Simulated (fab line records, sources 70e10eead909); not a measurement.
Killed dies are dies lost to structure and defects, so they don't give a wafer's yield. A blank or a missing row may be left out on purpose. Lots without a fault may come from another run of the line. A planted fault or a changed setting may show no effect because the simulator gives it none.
fab line records | flow nand_harc
record lots=12 wafers=36 last_day=33
route steps=1302 shown A_ZERO_WELL@411 A_SOURCE_PLATE@420 A_ONON_D1@445 END@1302
lots that met no fault: from a run of the same line without faults
start_h: hours from the record's first day to the start of the lot's first wafer shown | wait_h: hours since the lot's step before | " the same as in the row above | L1.1+2: a row that stands for several wafers | - no value, or no start given | * or withheld: withheld | < > ~ a bound
route shown NAME@n: a module of which the file shows steps, and the number in the route of the first | usual: mean/standard deviation of fault-free wafers | same: alike in all rows | chamber/n: place in a boat | sites: the reading at each site | _std_site: their standard deviation | _edge_site: outer sites' mean less inner sites' | radius_mm: how far each site lies from the wafer's centre | mask NAME#n: copy n | behind: the tool/chamber that last shaped the wafer | hold: why the lot was held/for how many hours/how that ended | device: the transistor (n, p or np) that didn't switch | end of line: the same wafers' tests at the end of the route | a step without rows: its recipe alone | killed: dies lost to structure and defects at the first sort, not the wafer's yield | map: a wafer's dies, x killed, . not, _ none there
set.NAME: the setting as run; set.NAME@STEP: as run at that earlier step | model.NAME: the simulator's own value behind a step, which no gauge read
steps of the route over a sample of lots; a table a step, a row a wafer
services: from which hour (start_h, from the record's first day; less than 0 if before it) a tool's chamber was out of use, for how many hours, and why
## steps
# step NHARC_A_ZERO_WELL_RTA_16
# recipe temp_c=1000 time_s=10
# usual lamp_power_pct=31.4/3 wafer_temp_C_max=1006.4/2.2
# columns lot.wafer tool chamber start_h wait_h lamp_power_pct wafer_temp_C_max
L649.1 rtp_anneal-01 0 143.44 - 27.5 1009.1
L649.2 " 0 " " 27.6 1006.1
L649.6 " 0 " " 27.5 1009.5
L648.1 rtp_anneal-02 0 144.39 - 33.7 1004.8
L648.2 " 0 " " 33.8 1004.4
L648.5 " 0 " " 33.8 1003.6
L650.1 rtp_anneal-01 0 160.60 - 27.6 1008.9
L650.2 " 0 " " 27.6 1008.9
L650.3 " 0 " " 27.6 1008.7
L651.1 rtp_anneal-01 0 167.93 - 27.6 1010.4
L651.2 " 0 " " 27.6 1006.7
L651.6 " 0 " " 27.6 1007.5
L657.3 rtp_anneal-02 0 226.36 - 33.7 1004.3
L657.4 " 0 " " 33.7 1004.6
L657.6 " 0 " " 33.7 1004.8
L659.2 rtp_anneal-02 0 248.84 - 33.7 1003.3
L659.5 " 0 " " 33.7 1005.7
L659.6 " 0 " " 33.7 1004.1
L660.3 rtp_anneal-02 0 269.41 - 33.8 1003.7
L660.4 " 0 " " 33.8 1004.8
L660.5 " 0 " " 33.7 1003.2
L663.2 rtp_anneal-02 0 283.88 - 33.8 1003.2
L663.5 " 0 " " 33.8 1005.7
L663.6 " 0 " " 33.7 1004.8
L664.1 rtp_anneal-01 0 300.41 - 27.6 1007.4
L664.2 " 0 " " 27.6 1006.4
L664.4 " 0 " " 27.6 1006.8
L667.1 rtp_anneal-02 0 326.17 - 33.8 1004.3
L667.2 " 0 " " 33.7 1006.0
L667.4 " 0 " " 33.7 1006.0
L669.1 rtp_anneal-02 0 345.27 - 33.7 1005.6
L669.2 " 0 " " 33.7 1004.8
L669.4 " 0 " " 33.7 1006.1
L670.2 rtp_anneal-02 0 360.08 - 33.8 1003.5
L670.3 " 0 " " 33.8 1004.6
L670.6 " 0 " " 33.8 1005.7
# step NHARC_A_SOURCE_PLATE_THK_MEAS_06
# recipe thk_meas_gauge=ellipsometry
# usual thk_nm=200.0/2.2
# columns lot.wafer tool chamber start_h wait_h thk_nm
L648.1 film_metro-01 - 163.57 0.4 198.5
L648.2 " - " " 197.5
L648.5 " - " " 201.3
L649.1 film_metro-02 - 163.57 0.4 198.5
L649.2 " - " " 197.4
L649.6 " - " " 196.5
L650.1 film_metro-02 - 180.69 0.4 199.4
L650.2 " - " " 199.7
L650.3 " - " " 199.5
L651.1 film_metro-02 - 189.00 0.4 198.8
L651.2 " - " " 200.2
L651.6 " - " " 200.9
L657.3 film_metro-01 - 245.86 0.4 198.2
L657.4 " - " " 197.3
L657.6 " - " " 197.1
L659.2 film_metro-02 - 273.58 0.4 203.4
L659.5 " - " " 205.5
L659.6 " - " " 202.2
L660.3 film_metro-01 - 288.43 0.4 199.3
L660.4 " - " " 201.9
L660.5 " - " " 199.5
L663.2 film_metro-02 - 303.09 0.4 199.2
L663.5 " - " " 202.9
L663.6 " - " " 198.7
L664.1 film_metro-02 - 320.85 0.4 200.2
L664.2 " - " " 198.5
L664.4 " - " " 197.9
L667.1 film_metro-01 - 346.27 0.4 198.4
L667.2 " - " " 197.7
L667.4 " - " " 196.3
L669.1 film_metro-01 - 366.79 0.4 199.0
L669.2 " - " " 198.8
L669.4 " - " " 196.1
L670.2 film_metro-01 - 382.74 0.4 201.0
L670.3 " - " " 198.2
L670.6 " - " " 199.7
# step NHARC_A_ONON_D1_THK_MEAS_30
# recipe thk_meas_gauge=ellipsometry
# usual thk_nm=1001/9.5
# columns lot.wafer tool chamber start_h wait_h thk_nm
L649.1 film_metro-01 - 176.57 - 988
L649.2 " - " " 988
L649.6 " - " " 990
L648.1 film_metro-02 - 176.58 - 1018
L648.2 " - " " 1017
L648.5 " - " " 1017
L650.1 film_metro-01 - 193.46 - 1008
L650.2 " - " " 1007
L650.3 " - " " 1007
L651.1 film_metro-02 - 202.00 - 998
L651.2 " - " " 999
L651.6 " - " " 998
L657.3 film_metro-02 - 258.81 - 994
L657.4 " - " " 994
L657.6 " - " " 992
L659.2 film_metro-02 - 286.56 - 1003
L659.5 " - " " 1003
L659.6 " - " " 1002
L660.3 film_metro-02 - 301.42 - 1012
L660.4 " - " " 1013
L660.5 " - " " 1014
L663.2 film_metro-02 - 319.53 - 1011
L663.5 " - " " 1010
L663.6 " - " " 1011
L664.1 film_metro-01 - 333.99 - 1019
L664.2 " - " " 1018
L664.4 " - " " 1018
L667.1 film_metro-02 - 359.22 - 997
L667.2 " - " " 996
L667.4 " - " " 995
L669.1 film_metro-01 - 379.74 - 999
L669.2 " - " " 1001
L669.4 " - " " 1002
L670.2 film_metro-01 - 399.48 - 979
L670.3 " - " " 978
L670.6 " - " " 979
# step NHARC_A_ONON_D1_DEP_33
# recipe target_thk_a=2000 temp_c=400 pressure_torr=6.5 rf_w=900 teos_flow_sccm=161.4 flow_sccm=2650 target_thk_nm=200 gas=O2 material=SiO2
# usual heater_power_w=571/86 mfc_precursor_sccm=161.4/0.51 rf_fwd_power_W=898/3.3 throttle_valve_pct=16.0/0.58
# columns lot.wafer tool chamber start_h wait_h heater_power_w mfc_precursor_sccm rf_fwd_power_W since_wet_clean_h throttle_valve_pct
L649.2 pecvd-01 2 176.62 0.1 609 160.7 901 34 16.3
L649.1 " 1 " " 629 162.2 894 34 15.9
L649.6 " 2 " " 464 161.5 904 - 16.1
L648.2 pecvd-02 0 176.64 0.1 535 161.3 896 117 17.6
L648.1 " 2 " " 384 161.6 901 118 15.7
L648.5 " 2 " " 398 161.3 903 - 15.4
L650.3 pecvd-01 0 193.52 0.1 530 161.1 901 51 15.3
L650.1 " 1 " " 628 161.3 898 51 15.9
L650.2 " 2 " " 520 161.2 893 51 15.8
L651.2 pecvd-01 1 202.06 0.1 733 160.6 890 59 16.2
L651.1 " 0 " " 525 162.6 901 59 15.3
L651.6 " 0 " " 518 162.3 903 - 15.6
L657.4 pecvd-01 1 259.01 0.2 672 161.8 896 - 16.2
L657.3 " 0 " " 541 162.4 900 - 15.7
L657.6 " 0 " " 552 162.7 903 - 15.6
L659.2 pecvd-01 2 286.71 0.1 602 212.2 905 144 16.9
L659.6 " 0 " " 463 161.8 898 - 15.3
L659.5 " 2 " " 600 211.2 901 - 16.8
L660.3 pecvd-01 1 301.47 0.1 591 161.3 897 158 16.2
L660.4 " 2 " " 554 211.1 899 - 16.8
L660.5 " 0 " " 537 161.5 907 - 15.4
L663.2 pecvd-02 0 319.63 0.1 689 161.2 902 79 17.1
L663.5 " 0 " " 699 161.3 892 - 16.9
L663.6 " 1 " " 554 161.1 896 - 15.7
L664.1 pecvd-03 0 334.05 0.1 529 160.6 897 136 16.3
L664.2 " 1 " " 643 161.0 904 136 16.0
L664.4 " 0 " " 547 161.0 895 - 16.0
L667.2 pecvd-01 0 359.28 0.1 486 161.5 897 35 14.9
L667.1 " 1 " " 617 161.2 894 35 15.8
L667.4 " 1 " " 620 161.2 898 - 15.5
L669.2 pecvd-03 2 379.84 0.1 474 161.8 901 0 16.0
L669.1 " 0 " " 561 161.8 893 0 16.1
L669.4 " 1 " " 645 161.7 897 - 15.9
L670.2 pecvd-01 0 399.53 0.1 424 161.1 900 76 15.2
L670.3 " 2 " " 599 160.7 896 76 16.5
L670.6 " 0 " " 434 161.4 899 - 15.1
# step NHARC_A_ONON_D1_THK_MEAS_34
# recipe thk_meas_gauge=ellipsometry
# usual thk_nm=202/3.3
# columns lot.wafer tool chamber start_h wait_h hold thk_nm
L649.1 film_metro-02 - 177.04 - - 195
L649.2 " - " " - 204
L649.6 " - " " - 207
L648.1 film_metro-01 - 177.05 - - 198
L648.2 " - " " - 197
L648.5 " - " " - 200
L650.1 film_metro-02 - 193.93 - - 198
L650.2 " - " " - 201
L650.3 " - " " - 203
L651.1 film_metro-01 - 202.47 - - 201
L651.2 " - " " - 197
L651.6 " - " " - 206
L657.3 film_metro-01 - 259.42 0.3 - 201
L657.4 " - " " - 200
L657.6 " - " " - 202
L659.2 film_metro-01 - 287.03 - await_dispo/0.2h/release 266
L659.5 " - " " await_dispo/0.2h/release 267
L659.6 " - " " await_dispo/0.2h/release 206
L659.2 film_metro-01 - 287.20 0.2 - 265
L659.5 " - " " - 264
L659.6 " - " " - 204
L660.3 film_metro-02 - 301.89 - await_dispo/0.2h/release 197
L660.4 " - " " await_dispo/0.2h/release 268
L660.5 " - " " await_dispo/0.2h/release 204
L660.3 film_metro-02 - 302.06 0.2 - 196
L660.4 " - " " - 269
L660.5 " - " " - 204
L663.2 film_metro-01 - 320.00 - - 205
L663.5 " - " " - 205
L663.6 " - " " - 205
L664.1 film_metro-01 - 334.47 - - 204
L664.2 " - " " - 206
L664.4 " - " " - 207
L667.1 film_metro-01 - 359.83 0.4 - 195
L667.2 " - " " - 201
L667.4 " - " " - 201
L669.1 film_metro-01 - 380.20 - - 200
L669.2 " - " " - 202
L669.4 " - " " - 204
L670.2 film_metro-02 - 399.95 - - 203
L670.3 " - " " - 203
L670.6 " - " " - 203
# step NHARC_END_SORT_01
# recipe temp_c=25
# usual killed_at_array=61/26 killed_at_other=0.8/1.1 killed_at_periphery=4.0/2.6 killed_dies=66/26 killed_open=3.1/1.7 killed_short=2.5/1.5
# same gross_dies=677
# columns lot.wafer tool chamber start_h wait_h killed_at_array killed_at_other killed_at_periphery killed_dies killed_open killed_short
L660.3 prober-02 0 727.79 3.1 64 1 1 66 2 5
L660.4 prober-02 0 728.59 3.4 69 0 0 69 3 3
L660.5 prober-02 0 729.39 3.7 58 1 2 61 4 4
# killed by level:class
L660.3 A_SLIT:chamber_film_flake=23 A_CHANNEL_HOLE_D2:chamber_film_flake=13 A_CONTACT:chamber_film_flake=9 A_CHANNEL_HOLE_D1:chamber_film_flake=6 A_STAIRCASE:chamber_film_flake=6 A_SOURCE_PLATE:geometric_particle:short=1 A_CHANNEL_HOLE_D1:geometric_particle:short=1 A_CHANNEL_FILL_D1:geometric_particle:open=1
L660.4 A_SLIT:chamber_film_flake=32 A_CHANNEL_HOLE_D2:chamber_film_flake=14 A_CHANNEL_HOLE_D1:chamber_film_flake=6 A_CONTACT:chamber_film_flake=5 A_CHANNEL_FILL_D1:geometric_particle:short=2 A_CHANNEL_FILL_D2:chamber_film_flake=2 A_STAIRCASE:chamber_film_flake=2 A_WL_FILL:chamber_film_flake=2
L660.5 A_SLIT:chamber_film_flake=26 A_CHANNEL_HOLE_D2:chamber_film_flake=9 A_CHANNEL_HOLE_D1:chamber_film_flake=5 A_STAIRCASE:chamber_film_flake=5 A_CONTACT:chamber_film_flake=4 P_GATE:geometric_particle:short=1 A_ONON_D1:geometric_particle:open=1 A_CHANNEL_FILL_D1:geometric_particle:open=1
## services
# columns tool chamber start_h hours kind
pecvd-03 - 123.93 1.8 repair
pecvd-01 1 125.21 5.4 repair
pecvd-01 - 130.02 13.0 pm
pecvd-01 0 130.02 13.0 vent_cycle
pecvd-01 2 130.02 13.0 vent_cycle
pecvd-01 0 143.02 - clean
pecvd-01 1 143.02 - clean
pecvd-01 2 143.02 - clean
pecvd-03 - 185.30 13.0 pm
pecvd-02 - 227.19 13.0 pm
pecvd-01 2 249.73 10.3 repair
pecvd-03 - 258.01 0.9 repair
pecvd-02 0 290.06 12.8 repair
pecvd-01 2 302.05 9.1 repair
pecvd-01 - 311.02 13.0 pm
pecvd-01 0 311.02 13.0 vent_cycle
pecvd-01 1 311.02 13.0 vent_cycle
pecvd-03 0 320.85 1.7 repair
pecvd-01 0 324.02 - clean
pecvd-01 2 350.23 12.6 repair
pecvd-03 1 365.62 5.0 repair
pecvd-03 - 366.52 13.0 pm
rtp_anneal-01 - 372.00 12.0 pm
pecvd-02 - 376.21 1.0 repair
## key
first_sign step=NHARC_A_ONON_D1_DEP_33 reading=mfc_precursor_sccm direction=up sigmas=99+ usual=161.4 struck=211.5
effect step=NHARC_A_ONON_D1_THK_MEAS_34 reading=visit direction=added
effect step=NHARC_A_ONON_D1_THK_MEAS_34 reading=thk_nm direction=up sigmas=20 usual=202 struck=267
met_at NHARC_A_ONON_D1_DEP_33
struck_lots L659,L660
struck_wafers L659.2,L659.5,L660.4
tester_left_out L659,L660
not_acting_at NHARC_A_ZERO_WELL_RTA_16,NHARC_A_SOURCE_PLATE_THK_MEAS_06,NHARC_A_ONON_D1_THK_MEAS_30
onset_between 193.52 286.71
fault kind=process_parameter_drift tool=pecvd-01 chamber=2 onset_h=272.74 steps=NHARC_A_ONON_D1_DEP_33 channel=teos_flow_sccm offset=* shape=step end_h=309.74 acts_in=* stated=*
# tester_left_out: of these lots the tester's yield and bins aren't shown, on N5 and GAA mostly nor the transistor test; their killed dies are dies lost to structure and defects alone, not to doping, threshold or leakage, so they don't give the yield
